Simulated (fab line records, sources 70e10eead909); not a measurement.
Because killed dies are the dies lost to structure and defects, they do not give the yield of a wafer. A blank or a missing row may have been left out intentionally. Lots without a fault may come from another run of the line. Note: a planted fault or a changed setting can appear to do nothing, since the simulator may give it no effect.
Chamber matching / flow nand_harc / 3 sister chambers for NHARC_THIN_TSV_CMP_21 on cmp-01
The step polishes, t overpolish 30 s, target thk 2000 nm. 14 wafers are shown with their chamber, then 7 later ones without.

WAFERS PAIRED WITH THEIR CHAMBERS
wafer=L133.2; chamber=0; motor_current_A (A)=11.0; overpolish_run_s (s)=29.993
wafer=L133.3; chamber=3; motor_current_A (A)=13.1; overpolish_run_s (s)=30.007
wafer=L133.6; chamber=0; motor_current_A (A)=10.8; overpolish_run_s (s)=30.009
wafer=L132.1; chamber=0; motor_current_A (A)=10.7; overpolish_run_s (s)=30.014
wafer=L132.3; chamber=3; motor_current_A (A)=13.2; overpolish_run_s (s)=30.002
wafer=L132.5; chamber=0; motor_current_A (A)=11.0; overpolish_run_s (s)=29.989
wafer=L136.2; chamber=2; motor_current_A (A)=11.0; overpolish_run_s (s)=30.007
wafer=L136.5; chamber=0; motor_current_A (A)=10.9; overpolish_run_s (s)=30.013
wafer=L136.6; chamber=3; motor_current_A (A)=13.6; overpolish_run_s (s)=30.016
wafer=L134.1; chamber=3; motor_current_A (A)=14.4; overpolish_run_s (s)=30.015
wafer=L134.2; chamber=2; motor_current_A (A)=12.4; overpolish_run_s (s)=30.013
wafer=L134.5; chamber=3; motor_current_A (A)=13.0; overpolish_run_s (s)=30.005
wafer=L137.1; chamber=2; motor_current_A (A)=11.7; overpolish_run_s (s)=30.004
wafer=L137.4; chamber=0; motor_current_A (A)=11.6; overpolish_run_s (s)=30.003

SIGNATURES, as means of the wafers listed above
reading=motor_current_A; chamber 0=11.000; chamber 2=11.700; chamber 3=13.460; scatter within a chamber=0.504
reading=overpolish_run_s; chamber 0=30.00350; chamber 2=30.00800; chamber 3=30.00900; scatter within a chamber=0.00824
Rule: distance of a wafer from a chamber = root of the sum over the readings of ((wafer's reading minus chamber's mean) / reading's scatter) squared. The wafer belongs to the nearest chamber; if the next one is less than 2 further off, it can't be placed. The scatter: the root of (the sum of the squares of (reading less its chamber's mean) over the shown wafers, divided by (wafers less chambers)).

WAFERS WITHOUT THEIR CHAMBER
wafer=L137.6; motor_current_A (A)=14.0; overpolish_run_s (s)=29.999
wafer=L149.1; motor_current_A (A)=11.8; overpolish_run_s (s)=29.998
wafer=L149.3; motor_current_A (A)=11.0; overpolish_run_s (s)=30.005
wafer=L149.5; motor_current_A (A)=13.3; overpolish_run_s (s)=30.001
wafer=L153.2; motor_current_A (A)=11.0; overpolish_run_s (s)=29.999
wafer=L153.4; motor_current_A (A)=11.6; overpolish_run_s (s)=29.998
wafer=L153.5; motor_current_A (A)=14.1; overpolish_run_s (s)=29.988

CHAMBER TAKEN BY EACH
wafer=L137.6; from the rows above=3; in truth=3
wafer=L149.1; from the rows above=can't be placed: 2 or 0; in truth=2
wafer=L149.3; from the rows above=can't be placed: 0 or 2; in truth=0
wafer=L149.5; from the rows above=3; in truth=3
wafer=L153.2; from the rows above=can't be placed: 0 or 2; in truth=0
wafer=L153.4; from the rows above=can't be placed: 2 or 0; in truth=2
wafer=L153.5; from the rows above=3; in truth=3
Placed correctly: 3 of 7. These rows do not allow placing 4 (true chamber among the candidates in 4). Placed wrongly: 0.
